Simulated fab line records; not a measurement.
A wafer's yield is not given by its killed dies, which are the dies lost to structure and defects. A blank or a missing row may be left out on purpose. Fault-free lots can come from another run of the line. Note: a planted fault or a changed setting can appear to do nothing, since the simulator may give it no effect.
Matching of chambers ; flow n5_finfet ; N5_BEOL_M12_ETCH_68 on rie_diel-02: 4 sister chambers
The step etches SOC in N2/H2, time 285 s. 16 wafers are shown with their chamber, then 8 later ones without.

WAFERS PAIRED WITH THEIR CHAMBERS
wafer;chamber;drypump_motor_current_A (A);throttle_valve_pct (%);showerhead_plenum_p_Torr (Torr)
L076.2;2;6.3;17.8;2.46
L076.3;0;5.1;17.8;2.49
L076.4;1;5.5;17.2;2.47
L075.4;3;6.0;18.1;2.51
L075.5;2;6.2;17.8;2.46
L075.6;1;5.5;17.2;2.47
L077.1;2;6.3;17.8;2.46
L077.2;0;5.0;17.8;2.49
L077.4;3;6.0;18.1;2.51
L078.1;1;5.5;17.2;2.46
L078.4;2;6.2;17.8;2.46
L078.6;0;5.1;17.8;2.49
L083.2;3;6.0;17.8;2.51
L083.5;0;5.1;17.8;2.48
L083.6;3;5.9;17.8;2.51
L087.1;3;6.0;17.8;2.50

SIGNATURES, as means of the wafers listed above
reading;chamber 0;chamber 1;chamber 2;chamber 3;scatter within a chamber
drypump_motor_current_A;5.075;5.500;6.250;5.980;0.0461
throttle_valve_pct;17.800;17.200;17.800;17.920;0.0949
showerhead_plenum_p_Torr;2.4875;2.4667;2.4600;2.5080;0.0043
Rule: a wafer lies at a distance from a chamber equal to the root of the sum of squares, over the readings, of (its reading less the chamber's mean, divided by the reading's scatter). If the next closest chamber is less than 2 further off than the closest, the wafer can't be placed; otherwise it belongs to the closest. How the scatter is found: for the shown wafers, subtract from each reading the mean of its chamber, square and add these, divide the total by (wafers less chambers), then take the root.

WAFERS WHOSE CHAMBER IS MISSING
wafer;drypump_motor_current_A (A);throttle_valve_pct (%);showerhead_plenum_p_Torr (Torr)
L087.5;6.0;17.8;2.50
L087.6;5.0;17.8;2.48
L090.2;6.3;17.9;2.45
L090.3;5.5;17.2;2.45
L090.5;5.1;17.8;2.48
L091.2;6.3;17.9;2.44
L091.3;5.5;17.3;2.45
L091.6;5.5;17.2;2.45

THE CHAMBER EACH PASSED THROUGH
wafer;from the rows above;in truth
L087.5;3;3
L087.6;0;0
L090.2;2;2
L090.3;1;1
L090.5;0;0
L091.2;2;2
L091.3;1;1
L091.6;1;1
Placed correctly: 8 of 8. Number that these rows cannot place: 0. Number placed wrongly: 0.
